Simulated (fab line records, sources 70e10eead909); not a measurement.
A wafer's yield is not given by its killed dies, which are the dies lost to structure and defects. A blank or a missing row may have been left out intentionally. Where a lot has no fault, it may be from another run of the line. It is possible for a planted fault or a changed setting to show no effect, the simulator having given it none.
Chamber matching / flow nand_harc / NHARC_P_GATE_ALD_36 on ald_sin-02 has 4 sister chambers
The step deposits SiNx, target thk 20 nm, pulse time 60 s, ald cycles 223. 16 wafers are shown with their chamber, then 8 later ones without.

WAFERS WITH THEIR CHAMBER
wafer=L074.1; chamber=3; heater_power_w (W)=891; precursor_pulse_height_rel=0.991
wafer=L074.2; chamber=0; heater_power_w (W)=751; precursor_pulse_height_rel=0.991
wafer=L074.6; chamber=1; heater_power_w (W)=826; precursor_pulse_height_rel=1.019
wafer=L078.2; chamber=1; heater_power_w (W)=806; precursor_pulse_height_rel=1.037
wafer=L078.1; chamber=2; heater_power_w (W)=816; precursor_pulse_height_rel=0.986
wafer=L078.6; chamber=3; heater_power_w (W)=865; precursor_pulse_height_rel=0.991
wafer=L081.4; chamber=1; heater_power_w (W)=837; precursor_pulse_height_rel=1.050
wafer=L081.1; chamber=3; heater_power_w (W)=868; precursor_pulse_height_rel=1.029
wafer=L081.5; chamber=1; heater_power_w (W)=819; precursor_pulse_height_rel=1.007
wafer=L084.1; chamber=3; heater_power_w (W)=879; precursor_pulse_height_rel=1.004
wafer=L084.4; chamber=1; heater_power_w (W)=828; precursor_pulse_height_rel=0.997
wafer=L084.5; chamber=2; heater_power_w (W)=833; precursor_pulse_height_rel=0.986
wafer=L087.2; chamber=0; heater_power_w (W)=739; precursor_pulse_height_rel=1.014
wafer=L087.1; chamber=1; heater_power_w (W)=810; precursor_pulse_height_rel=1.004
wafer=L087.3; chamber=3; heater_power_w (W)=874; precursor_pulse_height_rel=1.006
wafer=L090.2; chamber=3; heater_power_w (W)=863; precursor_pulse_height_rel=1.020

SIGNATURES (means of the wafers above)
reading=heater_power_w; chamber 0=745.00; chamber 1=821.00; chamber 2=824.50; chamber 3=873.33; scatter within a chamber=11
reading=precursor_pulse_height_rel; chamber 0=1.00250; chamber 1=1.01900; chamber 2=0.98600; chamber 3=1.00683; scatter within a chamber=0.0173
Rule: for a wafer and a chamber, the distance is found by dividing, reading by reading, the gap between the wafer's reading and the chamber's mean by the reading's scatter, squaring, summing and taking the root. The wafer belongs to the nearest chamber; if the next one is less than 2 further off, it can't be placed. How the scatter is found: for the shown wafers, subtract from each reading the mean of its chamber, square and add these, divide the total by (wafers less chambers), then take the root.

WAFERS MISSING THEIR CHAMBER
wafer=L090.4; heater_power_w (W)=820; precursor_pulse_height_rel=0.981
wafer=L090.5; heater_power_w (W)=876; precursor_pulse_height_rel=1.013
wafer=L093.1; heater_power_w (W)=830; precursor_pulse_height_rel=1.013
wafer=L093.2; heater_power_w (W)=853; precursor_pulse_height_rel=1.005
wafer=L093.5; heater_power_w (W)=850; precursor_pulse_height_rel=1.007
wafer=L096.4; heater_power_w (W)=791; precursor_pulse_height_rel=0.992
wafer=L096.1; heater_power_w (W)=773; precursor_pulse_height_rel=1.053
wafer=L096.6; heater_power_w (W)=872; precursor_pulse_height_rel=1.043

WHICH CHAMBER EACH ONE RAN IN
wafer=L090.4; from the rows above=can't be placed: 2 or 1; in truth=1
wafer=L090.5; from the rows above=3; in truth=3
wafer=L093.1; from the rows above=can't be placed: 1 or 2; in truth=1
wafer=L093.2; from the rows above=can't be placed: 3 or 2 or 1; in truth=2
wafer=L093.5; from the rows above=can't be placed: 3 or 2 or 1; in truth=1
wafer=L096.4; from the rows above=can't be placed: 2 or 1 or 0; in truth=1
wafer=L096.1; from the rows above=can't be placed: 0 or 1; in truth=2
wafer=L096.6; from the rows above=3; in truth=3
Correctly placed: 2 of 8. Can't be placed from these rows: 6 (the true chamber is among the candidates in 5). Placed wrongly: 0.
